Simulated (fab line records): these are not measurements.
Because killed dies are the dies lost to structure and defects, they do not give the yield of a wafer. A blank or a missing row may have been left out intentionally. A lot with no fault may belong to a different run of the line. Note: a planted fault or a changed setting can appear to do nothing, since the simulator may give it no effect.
Matching of chambers || flow n5Finfet || 4 sister chambers for N5_BEOL_M0_SAQP_ETCH_88 on rieDiel-05
The step etches underlayer in N2/H2, target depth 6.5 nm, time 5.2 s. 8 wafers are shown with their chamber, then 8 later ones without.

## WAFERS PAIRED WITH THEIR CHAMBERS
{"wafer": "L078.1", "chamber": 3, "drypumpMotorCurrentA (A)": 5.1, "throttleValvePct (%)": 18.10}
{"wafer": "L078.5", "chamber": 2, "drypumpMotorCurrentA (A)": 6.2, "throttleValvePct (%)": 17.60}
{"wafer": "L081.3", "chamber": 1, "drypumpMotorCurrentA (A)": 5.6, "throttleValvePct (%)": 17.82}
{"wafer": "L081.6", "chamber": 3, "drypumpMotorCurrentA (A)": 5.1, "throttleValvePct (%)": 18.09}
{"wafer": "L083.1", "chamber": 2, "drypumpMotorCurrentA (A)": 6.2, "throttleValvePct (%)": 17.59}
{"wafer": "L083.4", "chamber": 0, "drypumpMotorCurrentA (A)": 5.3, "throttleValvePct (%)": 17.24}
{"wafer": "L083.5", "chamber": 0, "drypumpMotorCurrentA (A)": 5.2, "throttleValvePct (%)": 17.28}
{"wafer": "L084.1", "chamber": 1, "drypumpMotorCurrentA (A)": 5.6, "throttleValvePct (%)": 17.79}

## WAFERS WHOSE CHAMBER IS MISSING
{"wafer": "L084.5", "drypumpMotorCurrentA (A)": 5.6, "throttleValvePct (%)": 17.81}
{"wafer": "L084.6", "drypumpMotorCurrentA (A)": 6.2, "throttleValvePct (%)": 17.61}
{"wafer": "L086.1", "drypumpMotorCurrentA (A)": 5.2, "throttleValvePct (%)": 17.29}
{"wafer": "L086.2", "drypumpMotorCurrentA (A)": 5.6, "throttleValvePct (%)": 17.82}
{"wafer": "L086.4", "drypumpMotorCurrentA (A)": 6.2, "throttleValvePct (%)": 17.60}
{"wafer": "L096.1", "drypumpMotorCurrentA (A)": 5.6, "throttleValvePct (%)": 17.81}
{"wafer": "L096.5", "drypumpMotorCurrentA (A)": 5.6, "throttleValvePct (%)": 17.83}
{"wafer": "L096.6", "drypumpMotorCurrentA (A)": 5.2, "throttleValvePct (%)": 17.31}

## CHAMBER TAKEN BY EACH
{"wafer": "L084.5", "from the rows above": 1, "in truth": 1}
{"wafer": "L084.6", "from the rows above": 2, "in truth": 2}
{"wafer": "L086.1", "from the rows above": 0, "in truth": 0}
{"wafer": "L086.2", "from the rows above": 1, "in truth": 1}
{"wafer": "L086.4", "from the rows above": 2, "in truth": 2}
{"wafer": "L096.1", "from the rows above": 1, "in truth": 1}
{"wafer": "L096.5", "from the rows above": 1, "in truth": 1}
{"wafer": "L096.6", "from the rows above": 0, "in truth": 0}
Placed correctly: 8 of 8. Left unplaced by these rows: 0. Wrongly placed: 0.
How it was worked out, from the rows above alone: a wafer's distance from a chamber is the root of the sum, over the readings, of the square of ((its reading less the chamber's mean) divided by the reading's scatter). If the next closest chamber is less than 2 further off than the closest, the wafer can't be placed; otherwise it belongs to the closest. Each chamber's mean is taken over the wafers shown for it. The scatter: the root of (the sum of the squares of (reading less its chamber's mean) over the shown wafers, divided by (wafers less chambers)).
